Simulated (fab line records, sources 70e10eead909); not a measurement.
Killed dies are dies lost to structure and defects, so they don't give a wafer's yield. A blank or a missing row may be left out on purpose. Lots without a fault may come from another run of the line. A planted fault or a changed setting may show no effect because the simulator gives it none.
fab line records | flow nand_harc | part 2 of 2: steps 30 to 38 of 38
record lots=5 wafers=15 last_day=27
route steps=1159 shown P_GATE@206 P_CONTACT@217
lots that met no fault: from a run of the same line without faults
start_h: hours from the record's first day to the start of the lot's first wafer shown | wait_h: hours since the lot's step before | " the same as in the row above | L1.1+2: a row that stands for several wafers | - no value, or no start given | * or withheld: withheld | < > ~ a bound
route shown NAME@n: a module of which the file shows steps, and the number in the route of the first | usual: mean/standard deviation of fault-free wafers | same: alike in all rows | chamber/n: place in a boat | sites: the reading at each site | _std_site: their standard deviation | _edge_site: outer sites' mean less inner sites' | radius_mm: how far each site lies from the wafer's centre | mask NAME#n: copy n | behind: the tool/chamber that last shaped the wafer | hold: why the lot was held/for how many hours/how that ended | device: the transistor (n, p or np) that didn't switch | end of line: the same wafers' tests at the end of the route | a step without rows: its recipe alone | killed: dies lost to structure and defects at the first sort, not the wafer's yield | map: a wafer's dies, x killed, . not, _ none there
set.NAME: the setting as run; set.NAME@STEP: as run at that earlier step | model.NAME: the simulator's own value behind a step, which no gauge read
lots at some steps of the route; a table a step, a row a wafer
services: from which hour (start_h, from the record's first day; less than 0 if before it) a tool's chamber was out of use, for how many hours, and why
## steps
# step NHARC_P_CONTACT_ETCH_35
# recipe target_depth_a=390 over_etch_frac=0.3 time_s=65 ion_energy_ev=80 cf4_flow_sccm=150 ar_flow_sccm=0 rf_w=300 bias_w=100 chemistry=CF4
# usual drypump_motor_current_A=5.8/0.39 oes_product_au=0.998/0.01 rf_vpp_V=151.3/1.2 showerhead_plenum_p_Torr=1.78/0.069 throttle_valve_pct=13.283/0.0086
# columns lot.wafer tool chamber start_h wait_h drypump_motor_current_A oes_product_au rf_hours_counter_h rf_vpp_V showerhead_plenum_p_Torr throttle_valve_pct
L075.3 rie_diel-01 3 168.75 0.1 5.7 1.003 3 151.7 1.76 13.284
L075.6 " 3 " " 5.7 0.988 - 152.6 1.76 13.277
L075.4 " 1 " " 6.4 0.983 - 149.6 1.70 13.285
L081.1 rie_diel-01 0 181.13 0.1 5.9 1.004 5 151.9 1.80 13.296
L081.4 " 0 " " 6.0 1.005 - 151.9 1.80 13.296
L081.5 " 2 " " 6.0 0.998 - 152.8 1.87 13.278
L080.3 rie_diel-12 2 182.40 0.1 5.3 1.005 14 149.7 1.71 13.286
L080.1 " 3 " " 5.9 1.001 15 151.3 1.89 13.282
L080.2 " 0 " " 5.4 1.012 17 149.8 1.73 13.287
L082.4 rie_diel-12 1 187.07 0.1 6.4 0.983 19 150.7 1.81 13.276
L082.3 " 2 " " 5.3 1.015 15 151.2 1.71 13.300
L082.6 " 1 " " 6.3 0.991 - 153.0 1.81 13.284
L090.4 rie_diel-01 1 204.53 0.1 6.4 0.973 6 151.0 1.70 13.279
L090.3 " 2 " " 6.0 0.998 7 151.3 1.87 13.281
L090.5 " 1 " " 6.4 0.976 - 149.2 1.70 13.275
# step NHARC_P_CONTACT_ETCH_36
# recipe target_depth_a=2600 over_etch_frac=0.25 time_s=406.25 ion_energy_ev=200 n2_flow_sccm=150 h2_flow_sccm=150 ar_flow_sccm=0 rf_w=400 bias_w=150 chemistry=N2/H2
# usual drypump_motor_current_A=5.9/0.39 oes_product_au=0.999/0.011 rf_vpp_V=431.1/2.5 showerhead_plenum_p_Torr=2.06/0.088 throttle_valve_pct=14.171/0.0096
# columns lot.wafer tool chamber start_h wait_h drypump_motor_current_A oes_product_au rf_hours_counter_h rf_vpp_V showerhead_plenum_p_Torr throttle_valve_pct
L075.3 rie_diel-01 3 - - 5.7 0.996 3 431.7 2.03 14.187
L075.4 " 3 " " 5.7 0.988 - 431.1 2.03 14.170
L075.6 " 0 " " 6.0 1.001 - 432.0 2.08 14.172
L081.1 rie_diel-01 3 - - 5.8 0.997 5 430.2 2.03 14.163
L081.5 " 0 " " 6.0 1.020 - 430.9 2.08 14.169
L081.4 " 2 " " 6.0 1.005 - 434.3 2.17 14.166
L080.2 rie_diel-12 2 - - 5.3 1.005 14 427.8 1.96 14.182
L080.3 " 3 " " 5.9 0.991 15 435.8 2.20 14.189
L080.1 " 0 " " 5.4 1.015 17 428.2 1.99 14.166
L082.3 rie_diel-12 2 - - 5.3 1.005 15 427.4 1.96 14.170
L082.4 " 3 " " 5.9 0.991 16 434.2 2.20 14.167
L082.6 " 1 " " 6.3 0.986 - 431.8 2.10 14.168
L090.4 rie_diel-01 0 - - 6.0 1.008 8 432.8 2.08 14.170
L090.3 " 1 " " 6.4 0.988 6 426.1 1.96 14.165
L090.5 " 3 " " 5.7 0.997 - 431.1 2.03 14.189
# step NHARC_P_CONTACT_ETCH_18
# recipe target_depth_a=4810 time_s=240.5 c4f8_flow_sccm=20 o2_flow_sccm=10 ar_flow_sccm=withheld rf_w=600 bias_w=1500 chemistry=C4F8/O2/Ar
# usual oes_product_au=0.967/0.013 rf_vpp_V=980/5.7
# columns lot.wafer tool chamber start_h wait_h oes_product_au rf_hours_counter_h rf_vpp_V
L075.3 rie_diel-01 3 - - 0.963 3 978
L075.4 " 3 " " 0.950 - 978
L075.6 " 0 " " 0.969 - 982
L081.1 rie_diel-01 0 - - 0.977 5 981
L081.4 " 2 " " 0.968 - 986
L081.5 " 3 " " 0.958 - 977
L080.3 rie_diel-12 1 - - 0.946 18 982
L080.2 " 2 " " 0.970 15 974
L080.1 " 0 " " 0.959 17 976
L082.4 rie_diel-12 3 - - 0.951 16 988
L082.3 " 1 " " 0.963 19 981
L082.6 " 2 " " 0.992 - 976
L090.3 rie_diel-01 1 - - 0.961 6 972
L090.4 " 3 " " 0.949 9 976
L090.5 " 0 " " 0.976 - 981
# step NHARC_P_CONTACT_STRIP_37
# recipe c4f8_flow_sccm=withheld o2_flow_sccm=8 ar_flow_sccm=withheld bias_w=0 chemistry=C4F8/O2/Ar
# columns lot.wafer tool chamber start_h wait_h
L075.3+4+6 rie_diel-01 0,0,3 - -
L081.1+5+4 rie_diel-01 3,0,3 - -
L080.1+2+3 rie_diel-12 0,1,2 - -
L082.3+4+6 rie_diel-12 1,2,3 - -
L090.4+3+5 rie_diel-01 0,1,3 - -
# step NHARC_P_CONTACT_ETCH_31
# recipe target_depth_a=300 time_s=85.7 ion_energy_ev=120 over_etch_frac=1 ch3f_flow_sccm=50 o2_flow_sccm=30 ar_flow_sccm=200 rf_w=500 bias_w=100 chemistry=CH3F/O2
# usual drypump_motor_current_A=5.8/0.37 oes_product_au=0.982/0.01 rf_vpp_V=244.8/1.7 showerhead_plenum_p_Torr=2.49/0.11 throttle_valve_pct=20.665/0.0096
# columns lot.wafer tool chamber start_h wait_h drypump_motor_current_A oes_product_au rf_hours_counter_h rf_vpp_V showerhead_plenum_p_Torr throttle_valve_pct
L075.3 rie_diel-01 0 - - 6.0 0.982 3 245.5 2.51 20.675
L075.4 " 0 " " 6.0 0.987 - 245.4 2.51 20.665
L075.6 " 3 " " 5.7 0.981 - 243.9 2.45 20.665
L081.1 rie_diel-01 2 - - 6.0 0.983 4 246.3 2.61 20.653
L081.4 " 2 " " 6.0 0.996 - 246.2 2.61 20.654
L081.5 " 3 " " 5.7 0.997 - 243.8 2.45 20.650
L080.1 rie_diel-12 2 - - 5.3 1.002 15 243.1 2.37 20.685
L080.3 " 0 " " 5.4 0.991 17 243.6 2.40 20.669
L080.2 " 1 " " 6.4 0.984 19 244.4 2.52 20.661
L082.4 rie_diel-12 3 - - 5.9 0.980 16 246.2 2.64 20.656
L082.3 " 0 " " 5.4 0.994 17 243.1 2.40 20.685
L082.6 " 2 " " 5.3 1.004 - 243.6 2.37 20.677
L090.3 rie_diel-01 0 - - 6.0 0.988 8 245.2 2.51 20.656
L090.4 " 1 " " 6.4 0.976 6 241.5 2.36 20.665
L090.5 " 2 " " 6.0 0.989 - 246.4 2.61 20.662
# step NHARC_P_CONTACT_CD_MEAS_19
# usual cd_nm=90.7/1.9
# columns lot.wafer tool chamber start_h wait_h cd_nm
L075.3 cd_sem-02 - 169.67 - 90.2
L075.4 " - " " 92.0
L075.6 " - " " 93.4
L081.1 cd_sem-03 - 182.05 - 89.6
L081.4 " - " " 90.7
L081.5 " - " " 95.3
L080.1 cd_sem-01 - 183.39 - 87.8
L080.2 " - " " 92.7
L080.3 " - " " 92.8
L082.3 cd_sem-03 - 187.87 - 92.8
L082.4 " - " " 90.9
L082.6 " - " " 89.6
L090.3 cd_sem-01 - 205.32 - 94.2
L090.4 " - " " 92.6
L090.5 " - " " 89.7
# step NHARC_P_CONTACT_STRIP_28
# recipe o2_flow_sccm=500 ar_flow_sccm=0 bias_w=0 chemistry=O2
# usual drypump_motor_current_A=5.9/0.33 oes_product_au=0.997/0.011 rf_vpp_V=57.9/0.91 showerhead_plenum_p_Torr=3.57/0.14 throttle_valve_pct=17.037/0.0086
# columns lot.wafer tool chamber start_h wait_h drypump_motor_current_A oes_product_au rf_hours_counter_h rf_vpp_V showerhead_plenum_p_Torr throttle_valve_pct
L075.3 rie_diel-01 0 169.76 0.1 6.0 0.998 3 57.5 3.60 17.047
L075.6 " 3 " " 5.8 1.007 - 58.7 3.51 17.034
L075.4 " 1 " " 6.4 0.995 - 57.7 3.40 17.034
L081.1 rie_diel-01 3 182.14 0.1 5.8 1.002 5 57.5 3.51 17.042
L081.4 " 0 " " 6.0 1.006 5 57.1 3.60 17.030
L081.5 " 3 " " 5.8 0.988 - 58.8 3.51 17.027
L080.2 rie_diel-01 3 183.47 0.1 5.8 0.992 6 57.2 3.51 17.039
L080.1 " 0 " " 6.0 0.999 5 56.2 3.60 17.041
L080.3 " 2 " " 6.0 0.991 5 58.9 3.74 17.027
L082.3 rie_diel-01 2 187.94 0.1 6.0 1.004 5 57.1 3.74 17.034
L082.4 " 1 " " 6.4 0.977 4 56.7 3.40 17.026
L082.6 " 3 " " 5.8 0.996 - 57.4 3.51 17.033
L090.4 rie_diel-01 1 205.40 0.1 6.4 0.981 6 58.1 3.40 17.041
L090.3 " 2 " " 6.0 1.005 7 58.5 3.74 17.047
L090.5 " 1 " " 6.4 0.982 - 57.7 3.40 17.046
# step NHARC_P_CONTACT_STRIP_29
# recipe time_s=1200 temp_c=72.5 chemistry=post_etch_residue_remover
# columns lot.wafer tool chamber start_h wait_h
L075.3+4+6 wet_bench-05 3,5,6 169.99 0.2
L081.5+4+1 wet_bench-03 1,2,3 182.33 -
L080.3+1+2 wet_bench-05 1,5,6 183.65 -
L082.3+6+4 wet_bench-02 5,7,0 188.12 -
L090.5+3+4 wet_bench-03 1,4,5 205.60 -
# step NHARC_P_CONTACT_DEGAS_38
# recipe temp_c=300 time_s=60
# usual heater_power_w=479/55
# columns lot.wafer tool chamber start_h wait_h heater_power_w
L075.3 pvd_sputter-02 - 170.42 - 481
L075.4 " - " " 461
L075.6 " - " " 580
L081.1 pvd_sputter-01 - 182.77 - 570
L081.4 " - " " 445
L081.5 " - " " 463
L080.3 pvd_sputter-02 - 184.11 - 462
L080.1 " - " " 470
L080.2 " - " " 486
L082.3 pvd_sputter-03 - 188.59 - 433
L082.4 " - " " 407
L082.6 " - " " 452
L090.4 pvd_sputter-02 - 206.06 - 471
L090.3 " - " " 585
L090.5 " - " " 474
## services
# columns tool chamber start_h hours kind
pecvd-03 0 142.84 17.6 repair
cmp-01 - 143.51 2.5 repair
wet_bench-03 - 146.40 8.0 pm
pecvd-02 - 153.05 13.0 pm
rie_diel-12 3 153.24 9.1 repair
pecvd-03 - 153.61 2.5 repair
cmp-03 - 156.00 4.0 pm
pvd_sputter-01 - 158.00 10.0 pm
wet_bench-01 - 161.15 2.3 repair
cmp-03 - 163.08 0.5 repair
rie_diel-01 2 166.91 5.6 repair
wet_bench-09 - 168.26 2.5 repair
rie_diel-01 1 173.41 8.6 repair
pvd_sputter-03 - 179.13 6.0 repair
cmp-01 - 179.50 4.0 pm
pecvd-02 - 184.09 1.5 repair
pvd_sputter-01 - 193.37 2.8 repair
pecvd-03 - 195.77 0.9 repair
wet_bench-05 - 196.80 8.0 pm
cmp-04 - 197.70 0.6 repair
arfi_scanner-01 - 198.21 4.0 pm
rie_diel-12 - 202.44 9.0 pm
cmp-04 - 203.14 4.0 pm
cmp-03 - 205.52 5.8 repair
